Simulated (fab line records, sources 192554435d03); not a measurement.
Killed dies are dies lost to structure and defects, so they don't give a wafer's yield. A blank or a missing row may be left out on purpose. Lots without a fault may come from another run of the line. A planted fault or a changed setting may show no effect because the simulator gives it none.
A struck lot beside a sound one | flow n5_finfet | 21 steps out of a route of 1938
Sound: wafers L760.1, L760.2, L760.3. Struck: wafers L763.3, L763.4, L763.6. The cause comes at the end.
At each step with rows: each side's tool, then ch and its chambers, then its first start. Under that, the readings that differ: sound wafers | struck wafers | difference of the means | sigmas: that difference in standard deviations of wafers without a fault.
alike: readings whose means differ by less than 2 such deviations, and words and numbers that are the same on both sides. not compared: withheld readings, readings that some wafer has no value for, bounds like >300 that may hide the same value, and numbers for which the record gives no deviation and whose values overlap.
The two part at a step that has a row with sigmas, a row that says differs or no value, or rows on one side only. Numbers that don't overlap but have no deviation are shown without sigmas and don't part them. A reading that every wafer of one side lacks parts them only if that side has two wafers or more.

first, 9 steps without rows for these wafers: N5_BEOL_M0_PRE_CLEAN_131 (time 15 s); N5_BEOL_M0_CO_CAP_123 (material Co, precursor CCTBA/H2, target thk 2 nm, time 102.1 s); N5_BEOL_M0_PRE_CLEAN_124 (time 15 s); N5_BEOL_M0_DEP_125 (deposits SiCN from 3MS/NH3, target thk 8 nm, time 14 s); N5_BEOL_M1_ILD_DEP_00 (deposits SiOC from DEMS/O2, target thk 79 nm, time 15.3 s); N5_BEOL_M1_PECVD_72 (deposits SiO2 from TEOS/O2, target thk 16 nm, time 18 s); N5_BEOL_M1_HM_DEP_02 (deposits TiN, target thk 20 nm); N5_BEOL_M1_COAT_61 (time 60 s, resist thk 60 nm); N5_BEOL_M1_COAT_62 (time 60 s, resist thk 12 nm).
N5_BEOL_M1_COAT_73: time 60 s, resist thk 5 nm.
  sound on litho_track-04 ch 0, day 6 00:08; struck on litho_track-04 ch 0, day 6 19:55
  reading              | sound                | struck               | difference | sigmas
  spin_speed_rpm (rpm) | 1499.5 1500.3 1499.7 | 1435.6 1435.8 1435.9 | -64.1      | -79
then, 7 steps without rows for these wafers: N5_BEOL_M1_COAT_05 (resist thk 30 nm); N5_BEOL_M1_EBR_07; N5_BEOL_M1_SOFTBAKE_06 (time 60 s); N5_BEOL_M1_EXPOSE_08 (exposes mask M1); N5_BEOL_M1_PEB_09 (peb time 60 s); N5_BEOL_M1_DEVELOP_10 (develop time 30 s); N5_BEOL_M1_DESCUM_16 (chemistry O2, time 7 s).
N5_BEOL_M1_ETCH_74: etches underlayer in N2/H2, target depth 6.5 nm, time 5.2 s.
  sound on rie_diel-04 ch 1,2,3, day 6 00:33; struck on rie_diel-01 ch 0,2,3, day 6 20:20
  reading                     | sound             | struck            | difference | sigmas
  drypump_motor_current_A (A) | 6.2 5.9 6.3       | 5.4 5.3 5.7       | -0.7       | -2
  model.etch.depth_nm (nm)    | 4.992 5.006 4.994 | 5.094 5.086 5.081 | +0.090     |
  alike: etch_rf_on_time_s, h2_flow_sccm, n2_flow_sccm, oes_product_au, rf_vpp_V, showerhead_plenum_p_Torr, throttle_valve_pct
  not compared: rf_hours_counter_h
then, 1 step without rows for these wafers: N5_BEOL_M1_ETCH_63 (etches SiARC in CF4, target depth 15.6 nm, time 26 s).
N5_BEOL_M4_RC_MEAS_101:
  sound on prober-02 ch 0, day 8 11:53; struck on prober-02 ch 0, day 8 19:25
  reading        | sound                | struck               | difference | sigmas
  IOFF_P (nA/um) | 0.16 0.15 0.16       | 0.21 0.22 0.24       | +0.07      | +2
  ION_P (uA/um)  | 438 452 456          | 469 466 457          | +15        | +2
  VT_P (mV)      | -258.2 -258.4 -254.6 | -250.4 -251.1 -247.1 | +7.5       | +3
  alike: DIBL_N, DIBL_P, IOFF_N, ION_N, SS_N, SS_P, VT_N
-- the record jumps here: 4 days lie between the struck wafers' starts before and after (it left off in module BEOL_M4 and takes up again in module PASSIVATION, whose first step shown is number 1936 of the route) --
N5_PASSIVATION_PROBE_49:
  the record has rows for the struck wafers here (prober-01, day 13 01:32) and none for the sound ones

WHERE THEY PART
First at N5_BEOL_M1_COAT_73; last, within this record, at N5_PASSIVATION_PROBE_49.

WHY: what the simulator had put in
Process parameter drift: litho_track-04, from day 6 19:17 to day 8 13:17, at N5_BEOL_M1_COAT_73. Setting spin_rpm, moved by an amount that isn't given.
